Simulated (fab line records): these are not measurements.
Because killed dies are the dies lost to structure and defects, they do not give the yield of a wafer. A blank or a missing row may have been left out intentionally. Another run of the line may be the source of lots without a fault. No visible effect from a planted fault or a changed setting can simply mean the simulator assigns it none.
Matching of chambers / flow n5 finfet / rie diel-04 running N5_BEOL_M0_SAQP_ETCH_84: 4 sister chambers
The step etches SOC in N2/H2, target depth 100 nm, overetch 20 nm, time 150 s. 7 wafers are shown with their chamber, then 7 later ones without.

== WAFERS WITH THEIR CHAMBER ==
wafer=L077.2; chamber=2; throttle valve pct (%)=18.01; showerhead plenum p Torr (Torr)=2.64
wafer=L083.4; chamber=2; throttle valve pct (%)=18.03; showerhead plenum p Torr (Torr)=2.64
wafer=L083.5; chamber=1; throttle valve pct (%)=17.52; showerhead plenum p Torr (Torr)=2.64
wafer=L084.2; chamber=3; throttle valve pct (%)=17.75; showerhead plenum p Torr (Torr)=2.63
wafer=L084.5; chamber=0; throttle valve pct (%)=18.01; showerhead plenum p Torr (Torr)=2.51
wafer=L090.1; chamber=0; throttle valve pct (%)=18.04; showerhead plenum p Torr (Torr)=2.50
wafer=L090.2; chamber=1; throttle valve pct (%)=17.55; showerhead plenum p Torr (Torr)=2.63

== WAFERS WITHOUT THEIR CHAMBER ==
wafer=L090.6; throttle valve pct (%)=17.29; showerhead plenum p Torr (Torr)=2.62
wafer=L096.1; throttle valve pct (%)=17.59; showerhead plenum p Torr (Torr)=2.63
wafer=L096.4; throttle valve pct (%)=18.08; showerhead plenum p Torr (Torr)=2.50
wafer=L096.5; throttle valve pct (%)=18.05; showerhead plenum p Torr (Torr)=2.50
wafer=L097.1; throttle valve pct (%)=17.58; showerhead plenum p Torr (Torr)=2.63
wafer=L097.4; throttle valve pct (%)=18.07; showerhead plenum p Torr (Torr)=2.50
wafer=L097.6; throttle valve pct (%)=17.31; showerhead plenum p Torr (Torr)=2.62

== EACH ONE'S CHAMBER ==
wafer=L090.6; from the rows above=1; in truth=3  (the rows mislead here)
wafer=L096.1; from the rows above=1; in truth=1
wafer=L096.4; from the rows above=0; in truth=0
wafer=L096.5; from the rows above=0; in truth=0
wafer=L097.1; from the rows above=1; in truth=1
wafer=L097.4; from the rows above=0; in truth=0
wafer=L097.6; from the rows above=1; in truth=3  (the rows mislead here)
Correctly placed: 5 of 7. Can't be placed from these rows: 0. 2 placed wrongly.
How it was worked out, from the rows above alone: a wafer's distance from a chamber is the root of the sum, over the readings, of the square of ((its reading less the chamber's mean) divided by the reading's scatter). The wafer belongs to the nearest chamber; if the next one is less than 2 further off, it can't be placed. For every chamber, the mean is computed from those of its wafers that are shown. The scatter: the root of (the sum of the squares of (reading less its chamber's mean) over the shown wafers, divided by (wafers less chambers)).
